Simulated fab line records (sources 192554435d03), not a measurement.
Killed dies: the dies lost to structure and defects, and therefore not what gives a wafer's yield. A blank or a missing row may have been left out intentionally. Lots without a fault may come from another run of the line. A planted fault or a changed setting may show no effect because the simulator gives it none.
What tool caused it? -- flow n5-finfet -- 27 wafers from 9 lots sampled at 4 of the route's 1938 steps

== WHAT THE GAUGES READ, wafer by wafer ==
N5_BEOL_M3_OCD_MEAS_38.
lot,measured,on,trench-depth-nm (nm)
L971,day 7 16:50,ocd-01,55.4 55.4 55.3
L973,day 7 23:44,ocd-02,55.4 54.6 55.7
L975,day 8 18:00,ocd-02,59.9 60.2 59.5
L978,day 9 12:43,ocd-01,61.0 60.1 59.6
L984,day 11 02:35,ocd-02,57.5 54.9 55.5
L986,day 11 10:10,ocd-01,55.6 53.4 53.6
L989,day 12 09:16,ocd-01,55.0 54.2 54.8
L991,day 12 19:35,ocd-02,53.5 55.7 53.4
L992,day 12 21:38,ocd-01,54.2 54.9 53.7

== TOOL THAT RAN EACH LOT (tool first, then ch and the chambers of the sampled wafers, then the start) ==
lot,N5_BEOL_M3_ETCH_64,N5_BEOL_M3_ALD_98,N5_BEOL_M3_TRENCH_ETCH_37
L971,"rie-diel-02 ch 1,2, day 7 12:50","ald-sin-04 ch 0,3, day 7 13:58","rie-diel-02 ch 0,1, day 7 16:41"
L973,"rie-diel-04 ch 0,1,3, day 7 14:02","ald-sin-01 ch 0,2,3, day 7 15:34","rie-diel-02 ch 0,1,3, day 7 23:35"
L975,"rie-diel-05 ch 1,2, day 8 13:51","ald-sin-04 ch 0,2,3, day 8 16:14","rie-diel-02 ch 0,2,3, day 8 17:51"
L978,"rie-diel-05 ch 0,1,2, day 9 11:16","ald-sin-01 ch 0,1,3, day 9 12:13","rie-diel-02 ch 1,2,3, day 9 12:34"
L984,"rie-diel-05 ch 0,2, day 10 19:11","ald-sin-03 ch 0,3, day 10 20:41","rie-diel-04 ch 0,3, day 11 02:26"
L986,"rie-diel-05 ch 1,3, day 11 08:41","ald-sin-01 ch 0,3, day 11 09:40","rie-diel-05 ch 2,3, day 11 10:01"
L989,"rie-diel-02 ch 0,1,2, day 12 00:05","ald-sin-04 ch 0,1,2, day 12 01:50","rie-diel-02 ch 0,1,2, day 12 09:07"
L991,"rie-diel-02 ch 0,1,2, day 12 11:03","ald-sin-04 ch 2,3, day 12 12:12","rie-diel-05 ch 2,3, day 12 19:26"
L992,"rie-diel-05 ch 0,2,3, day 12 15:23","ald-sin-01 ch 0,1, day 12 16:31","rie-diel-02 ch 1,2, day 12 21:25"
- N5_BEOL_M3_ETCH_64: etches SOC in N2/H2, target depth 75 nm, overetch 15 nm, time 112.5 s.
- N5_BEOL_M3_ALD_98: deposits SiO2, target thk 2.5 nm, pulse time 1 s, co reactant pulse time 1 s.
- N5_BEOL_M3_TRENCH_ETCH_37: etches SiOC in C4F6/O2, target depth 55.555 nm, time 29.2 s.

== THE ANSWER, worked out from the rows above alone ==
Rule: what is usual is taken from the lots themselves. The widest of any qualifying gaps counts: lots, ordered by their means at a reading, are off when they make up no more than a third of the lots, leave a main group of 4 or more, and stand apart from it by 3 or more times the standard deviation of that group's means. A main group is skipped when, at the precision printed for the reading in the tables above, its means are all equal. A lot without any number at a reading at which 4 lots or more have one is off too. Where the step has rows for the other lots, those lots are counted as sound.
Off at N5_BEOL_M3_OCD_MEAS_38 (trench-depth-nm): L975, L978. The main group: mean 54.8 nm, standard deviation 0.64.
A tool fits if, at a process step before that reading, it ran every lot that is off, and no sound lot after the first of them. Those tools and the gauges at N5_BEOL_M3_OCD_MEAS_38 are tried in the same way. No candidate that was tried fits.

== WHAT HAD BEEN PUT IN BY THE SIMULATOR ==
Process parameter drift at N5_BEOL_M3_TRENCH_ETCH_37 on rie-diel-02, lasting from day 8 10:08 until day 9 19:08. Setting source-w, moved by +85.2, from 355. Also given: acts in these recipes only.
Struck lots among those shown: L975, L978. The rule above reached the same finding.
